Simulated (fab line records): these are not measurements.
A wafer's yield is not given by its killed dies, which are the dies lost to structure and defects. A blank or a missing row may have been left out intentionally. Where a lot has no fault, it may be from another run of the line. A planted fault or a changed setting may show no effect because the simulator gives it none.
Comparing a struck lot with a sound one -- flow n5_finfet -- 33 steps out of a route of 1938
Sound: the wafers L928.3, L928.5, L928.6. Struck: wafer L931.3. The cause is named last.
Order at every step that has rows: each side's tool, ch and its chambers, its first start. Under that, the readings that differ: sound wafers -- struck wafers -- difference of the means -- sigmas: that difference in standard deviations of wafers without a fault.
alike: a reading whose means differ by less than 2 such deviations, as well as words and numbers matching on both sides. not compared: withheld readings; readings where some wafer has no value; bounds like >300 that might hide an equal value; numbers whose values overlap and for which the record gives no deviation.
Wherever a step has rows on one side only, a row that says differs or no value, or a row with sigmas, the two part there. Numbers that have no deviation but don't overlap get no sigmas and don't part them. A reading that every wafer of one side lacks parts them only if that side has two wafers or more.

first, 6 steps without rows for these wafers: N5_BEOL_M3_COAT_05 (resist thk 30 nm); N5_BEOL_M3_EBR_07; N5_BEOL_M3_SOFTBAKE_06 (time 60 s); N5_BEOL_M3_EXPOSE_08 (exposes mask M3); N5_BEOL_M3_PEB_09 (peb time 60 s); N5_BEOL_M3_DEVELOP_10 (develop time 30 s).
N5_BEOL_M3_CD_MEAS_11: target cd 17.05 nm.
  sound on cd_sem-03 ch 0, day 8 03:59; struck on cd_sem-01 ch 0, day 9 17:07
  alike: cd_nm
N5_BEOL_M3_OVL_MEAS_12:
  sound on overlay-01 ch 0, day 8 04:02; struck on overlay-02 ch 0, day 9 17:09
  alike: M3_OVL
N5_BEOL_M3_INSPECT_13: inspects for defects (brightfield).
  sound on defect_inspect-02 at day 8 04:05; struck on defect_inspect-02 at day 9 17:12
  alike: raw_defect_count
N5_BEOL_M3_DESCUM_16: chemistry O2, time 7 s.
  sound on rie_diel-04 ch 0,2,3, day 8 04:10; struck on rie_diel-04 ch 0, day 9 17:14
  alike: drypump_motor_current_A, oes_product_au, rf_vpp_V, showerhead_plenum_p_Torr, throttle_valve_pct
  not compared: rf_hours_counter_h
N5_BEOL_M3_ETCH_74: etches underlayer in N2/H2, target depth 6.5 nm, time 5.2 s.
  sound on rie_diel-04 ch 0,2,3, day 8 04:13; struck on rie_diel-04 ch 0, day 9 17:16
  alike: drypump_motor_current_A, etch_rf_on_time_s, oes_product_au, rf_vpp_V, showerhead_plenum_p_Torr, throttle_valve_pct
  not compared: rf_hours_counter_h
then, 1 step without rows for these wafers: N5_BEOL_M3_ETCH_63 (etches SiARC in CF4, target depth 15.6 nm, time 26 s).
N5_BEOL_M3_ETCH_64: etches SOC in N2/H2, target depth 75 nm, overetch 15 nm, time 112.5 s.
  sound on rie_diel-04 ch 0,2,3, day 8 04:15; struck on rie_diel-04 ch 0, day 9 17:19
  alike: drypump_motor_current_A, oes_product_au, rf_vpp_V, showerhead_plenum_p_Torr, throttle_valve_pct
  not compared: rf_hours_counter_h
then, 3 steps without rows for these wafers: N5_BEOL_M3_STRIP_65 (strips in N2/H2); N5_BEOL_M3_STRIP_75 (strips in N2/H2); N5_BEOL_M3_STRIP_66 (strips in CF4).
N5_BEOL_M3_HM_OPEN_17: chemistry Cl2/BCl3, target TiN, target depth 20 nm, overetch 6 nm.
  sound on rie_metal-01 ch 0,1, day 8 04:27; struck on rie_metal-02 ch 1, day 9 17:32
  alike: drypump_motor_current_A, oes_product_au, throttle_valve_pct
  not compared: rf_hours_counter_h
N5_BEOL_M3_STRIP_19: strips in O2.
  sound on rie_diel-06 ch 0,3, day 8 04:32; struck on rie_diel-04 ch 1, day 9 17:50
  alike: drypump_motor_current_A, oes_product_au, rf_vpp_V, showerhead_plenum_p_Torr, throttle_valve_pct
  not compared: rf_hours_counter_h
N5_BEOL_M3_CD_MEAS_18: pitch 36 nm, target cd 18 nm.
  sound on cd_sem-02 at day 8 04:36; struck on cd_sem-01 at day 9 17:55
  alike: cd_nm
then, 9 steps without rows for these wafers: N5_BEOL_M3_COAT_67 (time 60 s, resist thk 60 nm); N5_BEOL_M3_COAT_68 (time 60 s, resist thk 12 nm); N5_BEOL_M3_COAT_76 (time 60 s, resist thk 5 nm); N5_BEOL_M3_COAT_22 (resist thk 30 nm); N5_BEOL_M3_EBR_24; N5_BEOL_M3_SOFTBAKE_23 (time 60 s); N5_BEOL_M3_EXPOSE_25 (exposes mask V2, defocus 5 nm); N5_BEOL_M3_PEB_26 (peb time 60 s); N5_BEOL_M3_DEVELOP_27 (develop time 30 s).
N5_BEOL_M3_CD_MEAS_28: target cd 25.7 nm, target cd y 23.3 nm.
  sound on cd_sem-02 ch 0, day 8 05:03; struck on cd_sem-01 ch 0, day 9 18:21
  alike: cd_nm
N5_BEOL_M3_OVL_MEAS_29:
  sound on overlay-01 ch 0, day 8 05:05; struck on overlay-01 ch 0, day 9 18:23
  alike: V2_OVL
N5_BEOL_M3_INSPECT_30: inspects for defects (brightfield).
  sound on defect_inspect-01 at day 8 05:08; struck on defect_inspect-01 at day 9 18:26
reading,sound,struck,difference,sigmas
raw_defect_count,292 415 511,773,+367,+4
N5_BEOL_M3_DESCUM_33: chemistry O2, time 7 s.
  sound on rie_diel-05 ch 0,1,3, day 8 05:19; struck on rie_diel-04 ch 1, day 9 18:28
reading,sound,struck,difference,sigmas
rf_vpp_V (V),240.5 241.7 241.8,244.4,+3.1,+2
  alike: drypump_motor_current_A, oes_product_au, showerhead_plenum_p_Torr, throttle_valve_pct
  not compared: rf_hours_counter_h
N5_BEOL_M4_RC_MEAS_101:
  sound on prober-01 ch 0, day 9 02:23; struck on prober-02 ch 0, day 10 08:36
reading,sound,struck,difference,sigmas
VT_P (mV),-246 -244 -247,-254,-8,-2
  alike: DIBL_N, DIBL_P, IOFF_N, IOFF_P, ION_N, ION_P, SS_N, SS_P, VT_N

## WHERE THEY PART
First at N5_BEOL_M3_INSPECT_30; last, within this record, at N5_BEOL_M4_RC_MEAS_101.

WHY: what the simulator had put in
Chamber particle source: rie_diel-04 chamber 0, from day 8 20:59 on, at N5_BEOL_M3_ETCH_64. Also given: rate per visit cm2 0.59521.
